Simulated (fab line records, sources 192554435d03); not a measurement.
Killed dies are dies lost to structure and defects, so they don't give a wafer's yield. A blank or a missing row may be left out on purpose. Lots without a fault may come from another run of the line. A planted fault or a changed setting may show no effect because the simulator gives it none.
fab line records | flow n5_finfet
record lots=11 wafers=30 last_day=17
route steps=1938 shown BEOL_M8@1376
lots that met no fault: from a run of the same line without faults
start_h: hours from the record's first day to the start of the lot's first wafer shown | wait_h: hours since the lot's step before | " the same as in the row above | L1.1+2: a row that stands for several wafers | - no value, or no start given | * or withheld: withheld | < > ~ a bound
route shown NAME@n: a module of which the file shows steps, and the number in the route of the first | usual: mean/standard deviation of fault-free wafers | same: alike in all rows | chamber/n: place in a boat | sites: the reading at each site | _std_site: their standard deviation | _edge_site: outer sites' mean less inner sites' | radius_mm: how far each site lies from the wafer's centre | mask NAME#n: copy n | behind: the tool/chamber that last shaped the wafer | hold: why the lot was held/for how many hours/how that ended | device: the transistor (n, p or np) that didn't switch | end of line: the same wafers' tests at the end of the route | a step without rows: its recipe alone | killed: dies lost to structure and defects at the first sort, not the wafer's yield | map: a wafer's dies, x killed, . not, _ none there
set.NAME: the setting as run; set.NAME@STEP: as run at that earlier step | model.NAME: the simulator's own value behind a step, which no gauge read
steps of the route over a sample of lots; a table a step, a row a wafer
services: from which hour (start_h, from the record's first day; less than 0 if before it) a tool's chamber was out of use, for how many hours, and why
## steps
# step N5_BEOL_M8_STRIP_36
# recipe chemistry=N2/H2 power_w=450 temp_c=40 pressure_mtorr=20 rf_frequency_hz=6e+07 overash_fraction=0.3 bias_power_w=7 h2_frac=0.5 n2_flow_sccm=200 h2_flow_sccm=200
# usual drypump_motor_current_A=5.6/0.31 oes_product_au=0.77/0.1 power_w=449.9/1.4 rf_vpp_V=59.2/1.5 showerhead_plenum_p_Torr=2.55/0.095 temp_c=39.99/0.12 throttle_valve_pct=23.73/0.3
# columns lot.wafer tool chamber start_h wait_h drypump_motor_current_A oes_product_au power_w rf_hours_counter_h rf_vpp_V showerhead_plenum_p_Torr temp_c throttle_valve_pct
L333.1 rie_diel-06 2 214.54 0.0 6.3 0.95 447.6 7 58.4 2.71 40.21 23.29
L333.2 " 0 " " 5.8 0.71 450.8 191 55.8 2.64 40.27 23.89
L333.5 " 2 " " 6.3 0.95 449.2 - 60.1 2.71 39.92 23.29
L334.1 rie_diel-03 3 224.06 0.0 5.9 0.84 450.6 67 59.4 2.68 40.04 23.64
L334.2 " 1 " " 5.3 0.68 449.7 207 57.5 2.62 39.88 23.75
L336.1 rie_diel-02 1 236.55 0.0 5.9 0.71 449.1 229 59.1 2.61 39.92 24.03
L336.5 " 3 " " 5.6 0.72 451.0 - 60.3 2.50 40.14 24.00
L337.2 rie_diel-03 2 241.58 0.0 6.1 0.69 448.7 244 58.6 2.50 40.11 23.74
L337.6 " 2 " " 6.2 0.70 450.2 - 58.4 2.50 40.01 23.75
L338.1 rie_diel-06 0 253.59 0.0 5.8 0.71 449.2 204 58.8 2.63 39.82 23.90
L338.3 " 2 " " 6.3 0.91 450.5 20 59.6 2.71 40.14 23.28
L338.6 " 1 " " 5.4 0.70 449.3 - 58.1 2.51 39.95 24.09
L348.2 rie_diel-03 3 292.39 0.0 5.9 0.81 450.9 92 58.5 2.67 40.02 23.67
L348.3 " 0 " " 5.5 0.74 448.1 192 59.7 2.43 39.99 24.11
L348.6 " 2 " " 6.1 0.98 451.5 - 61.2 2.50 40.18 23.52
L349.1 rie_diel-06 1 320.99 0.0 5.5 1.02 448.3 0 61.3 2.50 39.78 23.66
L349.2 " 2 " " 6.3 0.89 449.1 43 60.7 2.70 39.98 23.35
L349.5 " 0 " " 5.8 0.70 450.8 - 58.7 2.62 39.86 23.95
L351.1 rie_diel-06 1 321.52 0.0 5.4 1.00 450.8 1 56.8 2.50 40.07 23.65
L351.2 " 2 " " 6.3 0.87 449.9 44 58.4 2.70 40.07 23.31
L351.4 " 3 " " 5.3 0.70 452.3 221 58.6 2.40 39.90 23.48
L350.1 rie_diel-06 2 324.66 0.0 6.2 0.88 451.4 45 59.3 2.70 39.94 23.34
L350.2 " 1 " " 5.4 1.00 450.4 1 59.7 2.50 40.06 23.67
L350.5 " 0 " " 5.8 0.69 451.2 - 60.8 2.62 40.13 23.94
L352.1 rie_diel-06 1 329.58 0.0 5.5 0.99 447.6 3 60.2 2.50 39.77 23.66
L352.3 " 3 " " 5.2 0.72 450.6 224 58.4 2.40 40.11 23.46
L352.6 " 0 " " 5.8 0.69 449.3 - 59.1 2.62 40.10 23.95
L354.1 rie_diel-02 0 344.66 0.0 5.5 0.92 450.2 16 59.5 2.48 40.04 23.22
L354.4 " 2 " " 5.4 0.92 452.5 - 56.4 2.49 40.04 23.22
L354.6 " 0 " " 5.5 0.90 449.8 - 58.3 2.48 40.01 23.23
# step N5_BEOL_M8_TRENCH_ETCH_37
# recipe chemistry=C4F6/O2 target_depth_a=934.78 target=SiCOH_lowk time_s=31.2 ion_energy_ev=250 pressure_mtorr=30 source_w=345 bias_w=185 Ar_flow_sccm=300 C4F6_flow_sccm=10 O2_flow_sccm=10
# usual drypump_motor_current_A=5.6/0.31 oes_ar_750_au=0.77/0.096 oes_product_au=0.77/0.099 rf_vpp_V=662/13 showerhead_plenum_p_Torr=2.85/0.1 throttle_valve_pct=20.92/0.24
# columns lot.wafer tool chamber start_h wait_h drypump_motor_current_A oes_ar_750_au oes_product_au rf_hours_counter_h rf_vpp_V showerhead_plenum_p_Torr throttle_valve_pct
L333.1 rie_diel-06 2 - - 6.3 0.95 0.95 7 662 3.04 20.79
L333.2 " 0 " " 5.8 0.73 0.72 191 659 2.94 21.07
L333.5 " 2 " " 6.3 0.95 0.95 - 662 3.04 20.79
L334.1 rie_diel-03 3 - - 5.9 0.83 0.84 67 671 2.98 20.71
L334.2 " 1 " " 5.3 0.71 0.70 207 643 2.92 20.88
L336.1 rie_diel-02 1 - - 5.9 0.72 0.71 229 676 2.91 21.09
L336.5 " 3 " " 5.6 0.73 0.72 - 660 2.81 21.40
L337.2 rie_diel-03 2 - - 6.1 0.70 0.68 244 651 2.81 20.84
L337.6 " 2 " " 6.1 0.70 0.68 - 650 2.81 20.81
L338.1 rie_diel-06 0 - - 5.8 0.73 0.73 204 657 2.94 21.09
L338.3 " 2 " " 6.2 0.92 0.91 20 663 3.04 20.84
L338.6 " 1 " " 5.5 0.71 0.71 - 691 2.82 21.32
L348.2 rie_diel-03 3 - - 5.9 0.81 0.81 92 671 2.97 20.77
L348.3 " 0 " " 5.6 0.74 0.73 192 660 2.71 21.00
L348.6 " 2 " " 6.1 0.97 0.97 - 652 2.81 20.50
L349.1 rie_diel-06 1 - - 5.5 1.00 1.00 0 691 2.81 20.92
L349.2 " 2 " " 6.2 0.87 0.87 43 663 3.02 20.86
L349.5 " 0 " " 5.8 0.71 0.70 - 657 2.93 21.12
L351.1 rie_diel-06 1 - - 5.4 0.98 1.00 1 692 2.81 20.94
L351.2 " 2 " " 6.3 0.88 0.87 44 664 3.02 20.85
L351.4 " 3 " " 5.3 0.69 0.70 221 654 2.69 20.69
L350.1 rie_diel-06 2 - - 6.3 0.87 0.87 45 664 3.02 20.87
L350.2 " 1 " " 5.4 0.97 1.00 1 691 2.81 20.93
L350.5 " 0 " " 5.8 0.71 0.70 - 658 2.92 21.13
L352.1 rie_diel-06 1 - - 5.4 0.97 0.98 3 691 2.81 20.93
L352.3 " 3 " " 5.3 0.69 0.70 224 653 2.69 20.69
L352.6 " 0 " " 5.8 0.71 0.70 - 658 2.92 21.14
L354.1 rie_diel-02 0 - - 5.6 0.89 0.92 16 665 2.79 20.61
L354.4 " 2 " " 5.4 0.91 0.93 - 665 2.78 20.57
L354.6 " 0 " " 5.6 0.89 0.91 - 666 2.79 20.62
# step N5_BEOL_M8_CVD_78
# recipe material=Co target_thk_a=20 temp_c=withheld precursor=CCTBA/H2 pressure_torr=30 time_s=142.3
# usual run_length_s=165.1/0.46
# columns lot.wafer tool chamber start_h wait_h run_length_s
L333.1 cvd_co-02 0 216.14 0.0 165.0
L333.2 " 2 " " 165.0
L333.5 " 0 " " 164.9
L334.1 cvd_co-02 2 226.92 0.0 168.1
L334.2 " 1 " " 164.6
L336.1 cvd_co-02 1 238.36 0.3 167.3
L336.5 " 2 " " 164.9
L337.2 cvd_co-02 0 243.01 0.1 165.8
L337.6 " 2 " " 167.6
L338.1 cvd_co-01 1 254.84 0.1 165.7
L338.3 " 2 " " 165.0
L338.6 " 1 " " 165.9
L348.2 cvd_co-01 2 295.10 0.0 165.6
L348.3 " 0 " " 165.4
L348.6 " 2 " " 165.1
L349.1 cvd_co-02 1 322.46 0.3 164.9
L349.2 " 0 " " 165.1
L349.5 " 2 " " 165.1
L351.1 cvd_co-02 1 324.29 0.0 165.0
L351.2 " 0 " " 165.5
L351.4 " 1 " " 164.9
L350.1 cvd_co-01 2 329.54 0.1 165.5
L350.2 " 0 " " 166.2
L350.5 " 0 " " 165.7
L352.1 cvd_co-02 1 332.89 0.0 164.5
L352.3 " 0 " " 165.1
L352.6 " 2 " " 164.8
L354.1 cvd_co-02 0 346.90 0.6 165.1
L354.4 " 2 " " 164.7
L354.6 " 0 " " 164.7
# step N5_BEOL_M8_ANNEAL_51
# recipe temp_c=225 time_s=90 ambient=N2
# usual wafer_temp_C_max=226.14/0.27
# columns lot.wafer tool chamber start_h wait_h wafer_temp_C_max
L333.1 rtp_anneal-02 0 216.55 0.1 225.78
L333.2 " 0 " " 226.17
L333.5 " 0 " " 226.01
L334.1 rtp_anneal-01 0 227.30 0.1 226.88
L334.2 " 0 " " 226.44
L336.1 rtp_anneal-01 0 239.20 0.2 225.83
L336.5 " 0 " " 226.24
L337.2 rtp_anneal-02 0 243.52 0.2 226.12
L337.6 " 0 " " 225.71
L338.1 rtp_anneal-01 0 255.21 0.1 226.10
L338.3 " 0 " " 226.12
L338.6 " 0 " " 226.13
L348.2 rtp_anneal-01 0 296.09 0.1 226.90
L348.3 " 0 " " 226.03
L348.6 " 0 " " 226.04
L349.1 rtp_anneal-02 0 324.57 0.2 225.78
L349.2 " 0 " " 225.93
L349.5 " 0 " " 226.16
L351.1 rtp_anneal-01 0 324.65 0.1 226.28
L351.2 " 0 " " 226.17
L351.4 " 0 " " 226.47
L350.1 rtp_anneal-02 0 330.61 0.7 226.16
L350.2 " 0 " " 225.92
L350.5 " 0 " " 226.07
L352.1 rtp_anneal-02 0 333.26 0.1 225.84
L352.3 " 0 " " 226.26
L352.6 " 0 " " 226.21
L354.1 rtp_anneal-01 0 348.17 0.9 226.00
L354.4 " 0 " " 226.23
L354.6 " 0 " " 226.44
## services
# columns tool chamber start_h hours kind
rie_diel-03 3 225.89 3.9 repair
rie_diel-02 2 241.87 - clean
rie_diel-02 2 241.87 - consumable_replace:focus_ring
rie_diel-02 2 241.87 24.2 scheduled_down
rie_diel-02 2 241.87 24.2 vent_cycle
rie_diel-03 2 256.56 - clean
rie_diel-03 2 256.56 - consumable_replace:focus_ring
rie_diel-03 2 256.56 32.4 scheduled_down
rie_diel-03 2 256.56 32.4 vent_cycle
rie_diel-06 2 279.68 6.7 repair
cvd_co-01 - 280.61 0.2 repair
rie_diel-02 0 290.62 - clean
rie_diel-02 0 290.62 - consumable_replace:focus_ring
rie_diel-06 1 303.13 - clean
rie_diel-06 1 303.13 - consumable_replace:focus_ring
rie_diel-06 1 303.13 17.1 scheduled_down
rie_diel-06 1 303.13 17.1 vent_cycle
cvd_co-02 1 333.33 - clean
cvd_co-02 1 333.33 22.0 scheduled_down
cvd_co-02 1 333.33 22.0 vent_cycle
rie_diel-03 1 337.73 - clean
rie_diel-03 1 337.73 - consumable_replace:focus_ring
rie_diel-03 1 337.73 17.7 scheduled_down
rie_diel-03 1 337.73 17.7 vent_cycle
## key
first_sign step=N5_BEOL_M8_CVD_78 reading=run_length_s direction=up sigmas=5.5 usual=* struck=*
effect none on later readings
met_at N5_BEOL_M8_CVD_78
struck_lots L334,L336,L337
struck_wafers L334.1,L336.1,L337.6
not_acting_at N5_BEOL_M8_STRIP_36,N5_BEOL_M8_TRENCH_ETCH_37,N5_BEOL_M8_ANNEAL_51
onset_between 216.14 226.92
fault kind=process_parameter_drift tool=cvd_co-02 chamber=- onset_h=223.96 steps=N5_BEOL_M8_CVD_78 channel=time_s offset=* shape=step end_h=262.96 scope=struck_wafers_only acts_in=* stated=*
